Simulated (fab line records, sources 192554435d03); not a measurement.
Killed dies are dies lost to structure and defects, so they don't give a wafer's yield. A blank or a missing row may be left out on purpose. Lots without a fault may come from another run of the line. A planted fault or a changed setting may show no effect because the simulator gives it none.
Problem report in the 8D (eight disciplines) form, filled by code | flow n5_finfet | the parts of the form that need people (team, actions taken, sign-off) are left out

1. THE PROBLEM
killed_at_M0_to_M3 at N5_PASSIVATION_PROBE_49 reads a mean of 154 on 1 wafer of 1 lot; wafers without a fault read 32 with a standard deviation of 9.6. That is +13 standard deviations from the usual mean.
First seen on wafer L371.1, day 16 07:02, on prober-01. The record holds 3 wafers of 1 lot with a number at this step. Rule for "out", or "out of limits": more than 4 standard deviations from the usual mean. The other wafers with a number count as sound.

2. WHAT IT IS AND WHAT IT IS NOT
question                    | is                                                                                                      | is not
which readings at this step | killed_at_M0_to_M3, defect_limited_yield, killed_dies, sort_bin_5_function, sort_n_pass, sort_yield_pct | killed_at_M4_up, killed_at_contacts, killed_at_front_end, killed_at_other, killed_open, killed_short
which lots                  | L371                                                                                                    | -
which wafers of those lots  | L371.1                                                                                                  | L371.4, L371.6
read on which tools         | prober-01                                                                                               | -
when                        | from day 16 07:02                                                                                       | up to then (0 sound wafers); but 2 sound wafers of L371 came after

3. SUSPECTS, AND WHAT RULES EACH OUT
Counting: a tool at a process step up to the reading stays a suspect if it ran every lot that is out. Sound lots after the first of them don't rule it out here, since some wafers of a struck lot are sound.
- wet_bench-04 at N5_BEOL_M0_WET_ETCH_106 (etches SiO2 in DHF, target depth 130 nm, rinse time 30 s): kept. It ran the lot that is out, L371 (day 8 14:31).
- rie_diel-02 at N5_PASSIVATION_VIA_ETCH_13 (etches SiO2 in CHF3/O2, target depth 660 nm, time 330 s): kept. It ran the lot that is out, L371 (day 16 00:08).
- pvd_sputter-03 at N5_PASSIVATION_DEGAS_18 (time 60 s): kept. It ran the lot that is out, L371 (day 16 01:09).
- prober-01 at N5_PASSIVATION_PROBE_49: kept. It ran the lot that is out, L371 (day 16 07:02). Its own readings are out on those wafers: defect_limited_yield, killed_at_M0_to_M3, killed_dies, sort_bin_5_function, sort_n_pass, sort_yield_pct.
Left after counting: wet_bench-04 at N5_BEOL_M0_WET_ETCH_106, rie_diel-02 at N5_PASSIVATION_VIA_ETCH_13, pvd_sputter-03 at N5_PASSIVATION_DEGAS_18, prober-01 at N5_PASSIVATION_PROBE_49.

4. THE CAUSE (what the simulator had put in)
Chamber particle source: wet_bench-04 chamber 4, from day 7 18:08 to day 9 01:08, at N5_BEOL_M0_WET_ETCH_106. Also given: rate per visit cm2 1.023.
Counting left 4 suspects, and this tool is among them.

5. THE CHAIN OF EFFECTS, in route order
Each row: a reading whose mean over the struck wafers that have a number lies more than 3 standard deviations from the usual. Only readings for which the record gives a usual standard deviation are gone through. hours: the time from each lot's start at the first step in this table that gives one to its start at this step, as a median over the lots. sigmas: the change in usual standard deviations.
hours | step                    | reading              | usual  | on struck wafers | change | sigmas
0     | N5_PASSIVATION_PROBE_49 | defect_limited_yield | 91.2 % | 81.9             | -9.3   | -6.2
0     | N5_PASSIVATION_PROBE_49 | killed_at_M0_to_M3   | 32     | 154              | +122   | +13
0     | N5_PASSIVATION_PROBE_49 | killed_dies          | 103    | 213              | +110   | +6.5
0     | N5_PASSIVATION_PROBE_49 | sort_bin_5_function  | 5.2 %  | 10.8             | +5.6   | +6.0
0     | N5_PASSIVATION_PROBE_49 | sort_n_pass          | 1077   | 967              | -110   | -6.5
0     | N5_PASSIVATION_PROBE_49 | sort_yield_pct       | 91.2 % | 81.9             | -9.3   | -6.2
The process steps in it:
- N5_PASSIVATION_PROBE_49

6. WHAT WOULD HAVE CAUGHT IT SOONER
In this record the first reading out of limits was taken at day 16 07:02, 205 hours after the fault began at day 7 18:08.
All the lots that are out (1) had begun N5_BEOL_M0_WET_ETCH_106 on wet_bench-04 by day 16 07:02. A hold on the tool at that time would have spared none of them.
